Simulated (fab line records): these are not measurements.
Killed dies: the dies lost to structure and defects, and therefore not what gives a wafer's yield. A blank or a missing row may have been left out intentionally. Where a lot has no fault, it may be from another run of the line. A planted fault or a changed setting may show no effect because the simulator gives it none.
A lot that was struck, set against a sound lot + flow nandHarc + 18 out of 1302 route steps
Sound: the wafers L312.1, L312.4, L312.6. Wafers struck: L318.1, L318.3, L318.4. Last of all comes the cause.
Each step with rows lists, per side, the tool, then ch with its chambers, then its first start. Under that, the readings that differ: sound wafers + struck wafers + difference of the means + sigmas: that difference in standard deviations of wafers without a fault.
alike: words and numbers the same on both sides, and readings whose means are apart by under 2 such deviations; not compared: readings that were withheld, readings missing a value for some wafer, numbers with overlapping values and no deviation given by the record, and bounds like >300 which may hide the same value.
Wherever a step has rows on one side only, a row that says differs or no value, or a row with sigmas, the two part there. Non-overlapping numbers with no deviation appear without sigmas and do not part them. Lack of a reading on every wafer of one side parts them only where that side has two or more wafers.

first, 1 step without rows for these wafers: NHARC_A_ONON_D1_DEP_12 (target thk 1000 nm).
NHARC_A_ONON_D1_THK_MEAS_14: measures by ellipsometry.
  sound on filmMetro-01 at day 10 16:02; struck on filmMetro-02 at day 13 20:39
  alike: thkNm
then, 2 steps without rows for these wafers: NHARC_A_ONON_D1_ANNEAL_15 (time 3600 s); NHARC_A_ONON_D1_DEP_16 (target thk 1000 nm).
NHARC_A_ONON_D1_THK_MEAS_18: measures by ellipsometry.
  sound on filmMetro-01 at day 11 00:46; struck on filmMetro-02 at day 14 04:28
  alike: thkNm
then, 1 step without rows for these wafers: NHARC_A_ONON_D1_DEP_19 (target thk 1000 nm).
NHARC_A_ONON_D1_THK_MEAS_21: measures by ellipsometry.
  sound on filmMetro-01 at day 11 01:20; struck on filmMetro-02 at day 14 05:02
  alike: thkNm
then, 1 step without rows for these wafers: NHARC_A_ONON_D1_DEP_22 (target thk 1000 nm).
NHARC_A_ONON_D1_THK_MEAS_24: measures by ellipsometry.
  sound on filmMetro-01 at day 11 01:55; struck on filmMetro-01 at day 14 05:36
  alike: thkNm
then, 1 step without rows for these wafers: NHARC_A_ONON_D1_DEP_25 (target thk 1000 nm).
NHARC_A_ONON_D1_THK_MEAS_27: measures by ellipsometry.
  sound on filmMetro-02 at day 11 02:28; struck on filmMetro-02 at day 14 06:10
  alike: thkNm
NHARC_A_ONON_D1_DEP_28: target thk 1000 nm.
  sound on pecvdOnon-01 ch 0, day 11 02:32; struck on pecvdOnon-01 ch 0, day 14 06:21
NHARC_A_ONON_D1_THK_MEAS_30: measures by ellipsometry.
  sound on filmMetro-01 at day 11 03:02; struck on filmMetro-01 at day 14 06:52
| reading    | sound          | struck      | difference | sigmas |
|------------|----------------|-------------|------------|--------|
| thkNm (nm) | 1015 1014 1017 | 997 996 996 | -19        | -2     |
NHARC_A_ONON_D1_DEP_33: deposits SiO2, target thk 200 nm.
  sound on pecvd-03 ch 0,2, day 11 03:11; struck on pecvd-02 ch 0,2, day 14 06:55
  alike: heaterPowerOuterW, heaterPowerW, throttleValvePct
NHARC_A_ONON_D1_THK_MEAS_34: measures by ellipsometry.
  sound on filmMetro-01 at day 11 03:31; struck on filmMetro-02 at day 14 07:28
| reading    | sound             | struck            | difference | sigmas |
|------------|-------------------|-------------------|------------|--------|
| thkNm (nm) | 201.5 204.2 205.4 | 195.7 198.8 199.6 | -5.7       | -2     |
NHARC_A_ONON_D1_INSPECT_32:
  sound on defectInspect-01 at day 11 03:36; struck on defectInspect-02 at day 14 07:34
| reading        | sound    | struck      | difference | sigmas |
|----------------|----------|-------------|------------|--------|
| rawDefectCount | 32 67 97 | 360 345 346 | +285       | +10    |
NHARC_A_CHANNEL_HOLE_D1_DEP_00: deposits aC, target thk 3100 nm.
  sound on aclDep-02 ch 0, day 11 04:58; struck on aclDep-03 ch 0, day 14 10:05
  alike: throttleValvePct
-- record jumps: 16 days between struck wafers' starts before vs after; left off in module A_CHANNEL_HOLE_D1, resumes in module END, first step shown is number 1302 of the route --
NHARC_END_SORT_01:
  the record has rows for the struck wafers here (prober-02 ch 0, day 30 04:10) and none for the sound ones

WHERE THEY PART
At NHARC_A_ONON_D1_THK_MEAS_30 first; at NHARC_END_SORT_01 last (within this record only).

WHY: what the simulator had put in
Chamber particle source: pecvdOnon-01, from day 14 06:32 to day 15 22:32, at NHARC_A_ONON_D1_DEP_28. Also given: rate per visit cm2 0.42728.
